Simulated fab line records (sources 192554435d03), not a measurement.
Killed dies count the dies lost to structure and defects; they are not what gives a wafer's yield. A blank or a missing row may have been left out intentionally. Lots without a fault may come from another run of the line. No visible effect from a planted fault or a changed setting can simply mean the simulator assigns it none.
fab line records	flow n5Finfet	part 1 of 2: steps 1 to 15 of 26
record lots=5	wafers=15	lastDay=16
route steps=1938 shown BEOL_M8@1367
lots with no fault: from the same line, run without faults
startH: hours from the record's first day to the start of the lot's first wafer shown	waitH: how many hours have passed since the lot's step before this one	" the same as in the row above	L1.1+2: several wafers, shown together as one row	- no value, or no start was given	* or withheld: withheld	< > ~ a bound
route shown NAME@n: a module of which the file shows steps, and the number in the route of the first	usual: mean/standard deviation of fault-free wafers	same: alike in all rows	chamber/n: place in a boat	sites: the reading at each site	_std_site: standard deviation of those values	_edge_site: the outer-site mean with the inner-site mean subtracted	radiusMm: for every site, how far away it sits from the centre of the wafer	mask NAME#n: copy n	behind: tool/chamber where the wafer was last shaped	hold: why the lot was held/for how many hours/how that ended	device: the n, p or np transistor that did not switch	end of line: the same wafers' tests at the end of the route	a step given without rows: its recipe and nothing more	killed: the dies lost at the first sort to structure and to defects; this is not the yield of the wafer	map: a wafer's dies, x killed, . not, _ none there
set.NAME: the setting that was run; set.NAME@STEP: the one run at that earlier step	model.NAME: the simulator's own value behind a step, which no gauge read
lots seen at some steps along the route; tables by step, rows by wafer
services: from which hour (startH, from the record's first day; less than 0 if before it) a tool's chamber was out of use, for how many hours, and why
## steps
# step N5_BEOL_M8_INSPECT_30
# recipe mode=adi	inspectInstrument=brightfield
# usual rawDefectCount=403/89
lot.wafer	tool	chamber	startH	waitH	rawDefectCount
L076.1	defectInspect-01	-	223.61	0.1	395
L076.4	"	-	"	"	435
L076.6	"	-	"	"	442
L077.1	defectInspect-01	-	230.42	0.1	191
L077.3	"	-	"	"	275
L077.4	"	-	"	"	376
L084.1	defectInspect-01	-	263.96	0.1	322
L084.3	"	-	"	"	360
L084.4	"	-	"	"	337
L093.1	defectInspect-01	-	308.71	0.1	381
L093.2	"	-	"	"	454
L093.6	"	-	"	"	496
L094.2	defectInspect-02	-	326.63	0.0	327
L094.3	"	-	"	"	309
L094.5	"	-	"	"	451
# step N5_BEOL_M8_DESCUM_33
# recipe chemistry=O2	timeS=7	sourcePowerW=50	biasPowerW=20	pressureMtorr=20	rfFrequencyHz=2.712e+07	tempC=40	resist=CAR-EUV	o2FlowSccm=225
# usual drypumpMotorCurrentA=5.7/0.54	oesProductAu=0.77/0.089	rfVppV=242.8/1.3	showerheadPlenumPTorr=2.07/0.077	tempC=40.01/0.11	throttleValvePct=20.56/0.2
lot.wafer	tool	chamber	startH	waitH	drypumpMotorCurrentA	oesProductAu	rfHoursCounterH	rfVppV	showerheadPlenumPTorr	tempC	throttleValvePct
L076.1	rieDiel-04	0	223.83	0.2	6.0	0.74	148	243.8	2.18	40.30	20.53
L076.4	"	1	"	"	5.8	0.84	61	243.7	2.12	39.71	20.63
L076.6	"	2	"	"	4.9	0.69	-	244.3	2.16	39.99	20.56
L077.1	rieDiel-04	0	230.51	0.1	6.1	0.74	151	244.5	2.18	39.84	20.51
L077.3	"	1	"	"	5.8	0.84	64	244.1	2.12	39.93	20.63
L077.4	"	2	"	"	4.9	0.68	223	243.8	2.16	39.89	20.56
L084.1	rieDiel-04	3	264.10	0.1	4.9	0.70	190	242.2	2.00	39.86	20.75
L084.3	"	2	"	"	4.9	0.69	235	243.0	2.15	40.15	20.58
L084.4	"	0	"	"	6.0	0.72	165	245.5	2.17	40.12	20.56
L093.1	rieDiel-04	0	308.84	0.1	6.0	0.72	178	245.2	2.17	39.95	20.57
L093.2	"	1	"	"	5.8	0.80	92	243.7	2.11	39.81	20.68
L093.6	"	3	"	"	4.8	0.70	-	241.6	1.99	39.93	20.77
L094.2	rieDiel-06	3	326.67	0.0	5.1	0.83	63	242.0	2.04	39.94	20.38
L094.3	"	1	"	"	5.6	0.69	235	241.8	1.91	39.93	20.82
L094.5	"	0	"	"	6.5	0.91	-	243.6	2.04	40.12	20.21
# step N5_BEOL_M8_ETCH_72
# recipe chemistry=N2/H2	target=underlayer	targetDepthA=65	maskMaterial=CAR-EUV	timeS=5.2	ionEnergyEv=200	pressureMtorr=30	sourceW=840	biasW=150	n2FlowSccm=200	h2FlowSccm=200	ends=cleared
# usual drypumpMotorCurrentA=5.7/0.55	etchRfOnTimeS=5.15/0.13	oesProductAu=0.66/0.074	rfVppV=523/3.2	showerheadPlenumPTorr=2.51/0.098	throttleValvePct=17.99/0.23
lot.wafer	tool	chamber	startH	waitH	drypumpMotorCurrentA	etchRfOnTimeS	oesProductAu	rfHoursCounterH	rfVppV	showerheadPlenumPTorr	throttleValvePct
L076.1	rieDiel-04	0	223.87	0.0	6.0	5.19	0.63	148	525	2.66	18.17
L076.4	"	1	"	"	5.8	5.18	0.72	61	524	2.58	18.10
L076.6	"	2	"	"	4.9	5.45	0.58	-	525	2.62	17.90
L077.1	rieDiel-04	0	230.55	0.0	6.0	5.13	0.64	151	528	2.66	18.15
L077.3	"	1	"	"	5.8	5.10	0.73	64	527	2.58	18.09
L077.4	"	2	"	"	4.9	5.44	0.59	223	526	2.62	17.94
L084.1	rieDiel-04	3	264.14	0.0	4.9	5.16	0.61	190	522	2.43	18.19
L084.3	"	2	"	"	4.8	5.45	0.58	235	525	2.61	17.96
L084.4	"	0	"	"	6.1	5.12	0.62	165	526	2.66	18.21
L093.1	rieDiel-04	0	308.88	0.0	6.0	5.23	0.61	178	527	2.65	18.22
L093.2	"	1	"	"	5.8	5.25	0.69	92	526	2.56	18.17
L093.6	"	3	"	"	4.9	5.12	0.59	-	520	2.42	18.18
L094.2	rieDiel-06	3	326.71	0.0	5.1	5.10	0.70	63	520	2.47	17.77
L094.3	"	1	"	"	5.6	5.15	0.60	235	518	2.29	18.02
L094.5	"	0	"	"	6.4	5.27	0.77	-	522	2.50	17.89
# step N5_BEOL_M8_ETCH_65
# recipe chemistry=CF4	target=SiARC	targetDepthA=156	maskMaterial=CAR-EUV	timeS=26	ionEnergyEv=80	pressureMtorr=40	sourceW=545	biasW=36	Ar_flow_sccm=100	cf4FlowSccm=100	ends=cleared
# usual drypumpMotorCurrentA=5.7/0.55	etchRfOnTimeS=25.7/0.68	oesProductAu=0.66/0.075	rfVppV=183.8/1.2	showerheadPlenumPTorr=2.12/0.077	throttleValvePct=15.73/0.22
lot.wafer	tool	chamber	startH	waitH	drypumpMotorCurrentA	etchRfOnTimeS	oesProductAu	rfHoursCounterH	rfVppV	showerheadPlenumPTorr	throttleValvePct
L076.1	rieDiel-04	0	223.88	0.0	6.1	25.6	0.64	148	184.9	2.23	15.77
L076.4	"	1	"	"	5.8	25.4	0.73	61	184.9	2.18	15.83
L076.6	"	2	"	"	4.9	27.1	0.59	-	185.3	2.20	15.74
L077.1	rieDiel-04	0	230.57	0.0	6.0	25.7	0.64	151	186.0	2.23	15.78
L077.3	"	1	"	"	5.8	25.5	0.72	64	185.1	2.18	15.80
L077.4	"	2	"	"	4.8	27.7	0.57	223	184.6	2.20	15.76
L084.1	rieDiel-04	3	264.15	0.0	4.9	25.9	0.60	190	182.9	2.04	15.87
L084.3	"	2	"	"	4.8	27.6	0.57	235	185.3	2.20	15.77
L084.4	"	0	"	"	6.0	25.9	0.62	165	185.1	2.23	15.80
L093.1	rieDiel-04	0	308.89	0.0	6.0	25.9	0.62	178	184.5	2.22	15.82
L093.2	"	1	"	"	5.8	25.7	0.70	92	183.9	2.17	15.88
L093.6	"	3	"	"	4.9	25.4	0.60	-	182.3	2.04	15.91
L094.2	rieDiel-06	3	326.72	0.0	5.1	25.9	0.71	63	183.9	2.08	15.44
L094.3	"	1	"	"	5.6	26.1	0.59	236	181.9	1.95	15.91
L094.5	"	0	"	"	6.4	26.5	0.76	-	183.6	2.09	15.33
# step N5_BEOL_M8_ETCH_66
# recipe chemistry=N2/H2	target=SOC	targetDepthA=800	overetchA=160	maskMaterial=SiARC	tempC=40	timeS=120	ionEnergyEv=200	pressureMtorr=30	sourceW=840	biasW=150	n2FlowSccm=200	h2FlowSccm=200
# usual drypumpMotorCurrentA=5.7/0.55	oesProductAu=0.59/0.065	rfVppV=523.1/2.8	showerheadPlenumPTorr=2.51/0.098	tempC=40.01/0.1	throttleValvePct=17.95/0.23
lot.wafer	tool	chamber	startH	waitH	drypumpMotorCurrentA	oesProductAu	rfHoursCounterH	rfVppV	showerheadPlenumPTorr	tempC	throttleValvePct
L076.1	rieDiel-04	0	223.91	0.0	6.0	0.57	148	527.0	2.67	39.92	18.12
L076.4	"	1	"	"	5.8	0.64	61	524.8	2.58	40.13	18.03
L076.6	"	2	"	"	4.9	0.54	-	526.8	2.62	40.04	17.86
L077.1	rieDiel-04	0	230.59	0.0	6.0	0.57	151	526.8	2.66	39.94	18.14
L077.3	"	1	"	"	5.8	0.64	64	526.6	2.58	40.15	18.04
L077.4	"	2	"	"	4.9	0.53	223	524.5	2.62	40.14	17.91
L084.1	rieDiel-04	3	264.18	0.0	4.9	0.54	190	521.0	2.43	40.07	18.14
L084.3	"	2	"	"	4.9	0.53	235	525.6	2.61	40.11	17.91
L084.4	"	0	"	"	6.0	0.56	165	528.1	2.66	40.14	18.14
L093.1	rieDiel-04	0	308.92	0.0	6.0	0.55	178	527.2	2.65	39.93	18.17
L093.2	"	1	"	"	5.8	0.62	92	525.5	2.56	40.05	18.09
L093.6	"	3	"	"	4.9	0.53	-	520.9	2.42	39.99	18.18
L094.2	rieDiel-06	3	326.75	0.0	5.1	0.63	63	521.3	2.47	39.93	17.76
L094.3	"	1	"	"	5.6	0.53	236	517.7	2.29	40.15	17.98
L094.5	"	0	"	"	6.4	0.69	-	522.3	2.50	40.07	17.81
# step N5_BEOL_M8_STRIP_69
# recipe chemistry=N2/H2	tempC=40	n2FlowSccm=200	h2FlowSccm=200	rfFrequencyHz=6e+07
lot.wafer	tool	chamber	startH	waitH
L076.1+4+6	rieDiel-04	0,1,2	223.99	0.0
L077.1+3+4	rieDiel-04	0,1,2	230.67	0.0
L084.1+3+4	rieDiel-04	3,2,0	264.26	0.0
L093.1+2+6	rieDiel-04	0,1,3	309.00	0.0
L094.2+3+5	rieDiel-06	3,1,0	326.83	0.0
# step N5_BEOL_M8_STRIP_73
# recipe chemistry=N2/H2	tempC=40	n2FlowSccm=200	h2FlowSccm=200	rfFrequencyHz=6e+07
lot.wafer	tool	chamber	startH	waitH
L076.1+4+6	rieDiel-04	0,1,2	224.00	0.0
L077.1+3+4	rieDiel-04	0,1,2	230.68	0.0
L084.1+3+4	rieDiel-04	3,2,0	264.27	0.0
L093.1+2+6	rieDiel-04	0,1,3	309.01	0.0
L094.2+3+5	rieDiel-06	3,1,0	326.84	0.0
# step N5_BEOL_M8_VIA_ETCH_34
# recipe chemistry=C4F6/O2	target=SiCOH_lowk	targetDepthA=1255	maskMaterial=SOC	taperDeg=4	timeS=50.5	ionEnergyEv=250	pressureMtorr=30	sourceW=345	biasW=185	Ar_flow_sccm=300	C4F6_flow_sccm=10	O2_flow_sccm=10
# usual drypumpMotorCurrentA=5.7/0.55	oesProductAu=0.77/0.088	rfVppV=665/15	showerheadPlenumPTorr=2.81/0.1	throttleValvePct=21.01/0.21
lot.wafer	tool	chamber	startH	waitH	drypumpMotorCurrentA	oesProductAu	rfHoursCounterH	rfVppV	showerheadPlenumPTorr	throttleValvePct
L076.1	rieDiel-04	0	224.01	0.0	6.0	0.74	148	658	2.96	21.03
L076.4	"	1	"	"	5.8	0.84	61	638	2.90	21.21
L076.6	"	2	"	"	4.9	0.70	-	680	2.94	21.02
L077.1	rieDiel-04	0	230.69	0.0	6.0	0.74	151	656	2.96	21.05
L077.3	"	1	"	"	5.8	0.84	64	639	2.90	21.20
L077.4	"	2	"	"	4.9	0.68	223	680	2.93	21.04
L084.1	rieDiel-04	3	264.28	0.0	4.9	0.69	190	667	2.73	21.22
L084.3	"	2	"	"	4.9	0.68	235	681	2.93	21.04
L084.4	"	0	"	"	6.0	0.72	165	657	2.96	21.07
L093.1	rieDiel-04	0	309.02	0.0	6.0	0.72	178	658	2.95	21.09
L093.2	"	1	"	"	5.8	0.81	92	640	2.88	21.25
L093.6	"	3	"	"	4.9	0.69	-	668	2.72	21.25
L094.2	rieDiel-06	3	326.85	0.0	5.1	0.83	63	669	2.77	20.79
L094.3	"	1	"	"	5.6	0.70	236	653	2.59	21.19
L094.5	"	0	"	"	6.4	0.90	-	660	2.80	20.76
# step N5_BEOL_M8_STRIP_76
# recipe chemistry=C4F6/O2	resist=SiARC	rfFrequencyHz=6e+07
lot.wafer	tool	chamber	startH	waitH
L076.1+4+6	rieDiel-04	0,1,2	224.06	0.0
L077.1+3+4	rieDiel-04	0,1,2	230.74	0.0
L084.1+3+4	rieDiel-04	3,2,0	264.32	0.0
L093.1+2+6	rieDiel-04	0,1,3	309.06	0.0
L094.2+3+5	rieDiel-06	3,1,0	326.89	0.0
# step N5_BEOL_M8_STRIP_36
# recipe chemistry=N2/H2	powerW=450	tempC=40	pressureMtorr=20	rfFrequencyHz=6e+07	overashFraction=0.3	biasPowerW=7	h2Frac=0.5	n2FlowSccm=200	h2FlowSccm=200
# usual drypumpMotorCurrentA=5.7/0.55	oesProductAu=0.77/0.09	rfVppV=59.2/1.4	showerheadPlenumPTorr=2.51/0.098	tempC=40.01/0.12	throttleValvePct=23.78/0.29
lot.wafer	tool	chamber	startH	waitH	drypumpMotorCurrentA	oesProductAu	rfHoursCounterH	rfVppV	showerheadPlenumPTorr	tempC	throttleValvePct
L076.1	rieDiel-04	0	224.07	0.0	6.1	0.74	148	59.1	2.66	39.93	24.08
L076.4	"	1	"	"	5.8	0.83	61	57.9	2.57	40.03	24.00
L076.6	"	2	"	"	4.9	0.69	-	58.8	2.61	39.99	23.60
L077.1	rieDiel-04	0	230.75	0.0	6.1	0.74	151	58.4	2.66	39.86	24.07
L077.3	"	1	"	"	5.8	0.85	64	60.0	2.57	40.08	23.97
L077.4	"	2	"	"	4.9	0.70	223	58.5	2.61	39.99	23.59
L084.1	rieDiel-04	3	264.33	0.0	4.9	0.70	190	61.0	2.42	40.19	24.00
L084.3	"	2	"	"	4.9	0.69	235	61.4	2.61	39.86	23.61
L084.4	"	0	"	"	6.0	0.72	165	58.4	2.65	40.15	24.12
L093.1	rieDiel-04	0	309.07	0.0	6.0	0.71	178	58.7	2.65	39.75	24.12
L093.2	"	1	"	"	5.8	0.80	92	62.6	2.56	39.94	24.02
L093.6	"	3	"	"	4.9	0.70	-	59.8	2.42	39.82	24.04
L094.2	rieDiel-06	3	326.90	0.0	5.1	0.84	63	57.2	2.47	39.84	23.63
L094.3	"	1	"	"	5.6	0.69	236	60.3	2.29	39.98	23.75
L094.5	"	0	"	"	6.4	0.90	-	61.6	2.49	39.96	23.93
# step N5_BEOL_M8_TRENCH_ETCH_37
# recipe chemistry=C4F6/O2	targetDepthA=934.78	target=SiCOH_lowk	timeS=31.2	ionEnergyEv=250	pressureMtorr=30	sourceW=345	biasW=185	Ar_flow_sccm=300	C4F6_flow_sccm=10	O2_flow_sccm=10
# usual drypumpMotorCurrentA=5.7/0.55	oesProductAu=0.77/0.088	rfVppV=665/15	showerheadPlenumPTorr=2.81/0.1	throttleValvePct=21.04/0.21
lot.wafer	tool	chamber	startH	waitH	drypumpMotorCurrentA	oesProductAu	rfHoursCounterH	rfVppV	showerheadPlenumPTorr	throttleValvePct
L076.1	rieDiel-04	0	-	-	6.0	0.74	148	658	2.97	21.08
L076.4	"	1	"	"	5.8	0.84	61	640	2.90	21.23
L076.6	"	2	"	"	4.9	0.69	-	680	2.94	21.07
L077.1	rieDiel-04	0	-	-	6.0	0.74	151	657	2.96	21.11
L077.3	"	1	"	"	5.8	0.84	64	639	2.90	21.25
L077.4	"	2	"	"	4.9	0.69	223	681	2.93	21.06
L084.1	rieDiel-04	3	-	-	4.9	0.71	190	670	2.73	21.27
L084.3	"	2	"	"	4.9	0.67	235	680	2.93	21.08
L084.4	"	0	"	"	6.0	0.73	165	659	2.96	21.09
L093.1	rieDiel-04	0	-	-	6.1	0.71	178	657	2.95	21.13
L093.2	"	1	"	"	5.8	0.81	92	639	2.88	21.27
L093.6	"	3	"	"	4.9	0.70	-	667	2.72	21.28
L094.2	rieDiel-06	3	-	-	5.1	0.83	63	669	2.77	20.81
L094.3	"	1	"	"	5.6	0.69	236	652	2.59	21.21
L094.5	"	0	"	"	6.5	0.89	-	662	2.80	20.80
# step N5_BEOL_M8_ETCH_41
# recipe chemistry=CH3F/O2	target=SiCN	targetDepthA=319	taperDeg=2	timeS=57.8	ionEnergyEv=120	maskMaterial=TiN	pressureMtorr=30	sourceW=395	biasW=75	Ar_flow_sccm=150	CH3F_flow_sccm=30	O2_flow_sccm=20
# usual CH3F_flow_sccm=30.01/0.084	drypumpMotorCurrentA=5.7/0.55	oesProductAu=0.77/0.089	rfVppV=297.0/1.7	showerheadPlenumPTorr=1.98/0.076	throttleValvePct=16.45/0.21
lot.wafer	tool	chamber	startH	waitH	CH3F_flow_sccm	drypumpMotorCurrentA	oesProductAu	rfHoursCounterH	rfVppV	showerheadPlenumPTorr	throttleValvePct
L076.1	rieDiel-04	0	-	-	29.92	6.0	0.74	148	298.5	2.09	16.47
L076.4	"	1	"	"	30.00	5.8	0.83	61	298.1	2.04	16.53
L076.6	"	2	"	"	29.91	4.9	0.69	-	299.7	2.07	16.52
L077.1	rieDiel-04	0	-	-	30.01	6.0	0.74	151	297.7	2.09	16.48
L077.3	"	1	"	"	30.04	5.8	0.84	64	297.3	2.04	16.55
L077.4	"	2	"	"	29.94	4.8	0.69	223	298.5	2.07	16.53
L084.1	rieDiel-04	3	-	-	29.99	4.9	0.70	190	295.2	1.91	16.65
L084.3	"	2	"	"	29.93	4.9	0.68	235	298.2	2.06	16.54
L084.4	"	0	"	"	30.00	6.1	0.72	165	299.1	2.08	16.50
L093.1	rieDiel-04	0	-	-	29.98	6.0	0.72	178	299.1	2.08	16.53
L093.2	"	1	"	"	29.92	5.8	0.82	92	297.9	2.03	16.62
L093.6	"	3	"	"	30.01	4.9	0.70	-	294.9	1.91	16.67
L094.2	rieDiel-06	3	-	-	29.90	5.1	0.85	63	297.3	1.95	16.19
L094.3	"	1	"	"	29.89	5.6	0.68	236	292.6	1.82	16.67
L094.5	"	0	"	"	30.04	6.5	0.90	-	297.0	1.96	16.13
# step N5_BEOL_M8_STRIP_80
# recipe chemistry=N2/H2	timeS=10	powerW=450	tempC=40	pressureMtorr=20	rfFrequencyHz=6e+07	biasPowerW=7	n2FlowSccm=200	h2FlowSccm=200
# usual drypumpMotorCurrentA=5.7/0.55	oesProductAu=0.77/0.089	rfVppV=59.2/0.88	showerheadPlenumPTorr=2.51/0.098	tempC=40.01/0.11	throttleValvePct=23.78/0.29
lot.wafer	tool	chamber	startH	waitH	drypumpMotorCurrentA	oesProductAu	rfHoursCounterH	rfVppV	showerheadPlenumPTorr	tempC	throttleValvePct
L076.1	rieDiel-04	0	-	-	6.1	0.74	148	58.6	2.66	39.93	24.06
L076.4	"	1	"	"	5.8	0.84	61	59.8	2.57	40.07	23.98
L076.6	"	2	"	"	4.8	0.69	-	59.1	2.61	40.01	23.60
L077.1	rieDiel-04	0	-	-	6.1	0.73	151	59.9	2.66	40.19	24.09
L077.3	"	1	"	"	5.8	0.84	64	60.2	2.57	39.89	24.00
L077.4	"	2	"	"	4.9	0.69	223	59.9	2.61	39.86	23.59
L084.1	rieDiel-04	3	-	-	4.9	0.70	190	59.9	2.42	40.16	23.98
L084.3	"	2	"	"	4.9	0.68	235	59.1	2.61	40.03	23.62
L084.4	"	0	"	"	6.0	0.72	165	60.0	2.65	40.10	24.10
L093.1	rieDiel-04	0	-	-	6.0	0.72	178	59.1	2.65	40.03	24.11
L093.2	"	1	"	"	5.8	0.81	92	59.0	2.56	39.94	24.05
L093.6	"	3	"	"	4.9	0.70	-	59.2	2.42	40.01	24.01
L094.2	rieDiel-06	3	-	-	5.1	0.83	63	59.8	2.47	39.96	23.65
L094.3	"	1	"	"	5.6	0.69	236	58.9	2.29	40.12	23.71
L094.5	"	0	"	"	6.4	0.90	-	59.8	2.49	40.15	23.93
# step N5_BEOL_M8_OCD_MEAS_38
# usual trenchDepthNm=93.8/1.7
lot.wafer	tool	chamber	startH	waitH	trenchDepthNm
L076.1	ocd-01	-	224.26	-	93.5
L076.4	"	-	"	"	93.6
L076.6	"	-	"	"	89.2
L077.1	ocd-01	-	230.94	-	93.3
L077.3	"	-	"	"	93.9
L077.4	"	-	"	"	90.0
L084.1	ocd-02	-	264.53	-	93.6
L084.3	"	-	"	"	89.4
L084.4	"	-	"	"	93.9
L093.1	ocd-01	-	309.27	-	92.8
L093.2	"	-	"	"	92.4
L093.6	"	-	"	"	93.9
L094.2	ocd-02	-	327.10	-	93.5
L094.3	"	-	"	"	91.9
L094.5	"	-	"	"	92.6
# step N5_BEOL_M8_HM_STRIP_39
# recipe chemistry=peroxideTinStrip	material=TiN	targetDepthA=250	tempC=50	timeS=158
# usual bathGuardTempC=50.2/0.67	tempC=49.99/0.12
lot.wafer	tool	chamber	startH	waitH	bathGuardTempC	tempC
L076.1	wetBench-04	0	224.30	0.0	49.2	49.81
L076.4	"	3	"	"	50.1	50.05
L076.6	"	2	"	"	50.6	50.11
L077.1	wetBench-01	5	230.98	0.0	50.6	50.07
L077.3	"	3	"	"	50.9	49.90
L077.4	"	2	"	"	50.0	49.92
L084.1	wetBench-01	1	264.56	0.0	50.4	49.86
L084.3	"	7	"	"	51.4	50.05
L084.4	"	6	"	"	49.3	49.77
L093.1	wetBench-01	1	309.30	0.0	50.8	50.09
L093.2	"	2	"	"	49.8	50.06
L093.6	"	3	"	"	50.7	49.80
L094.2	wetBench-02	5	327.13	0.0	49.8	49.95
L094.3	"	4	"	"	48.4	49.99
L094.5	"	6	"	"	50.1	49.81
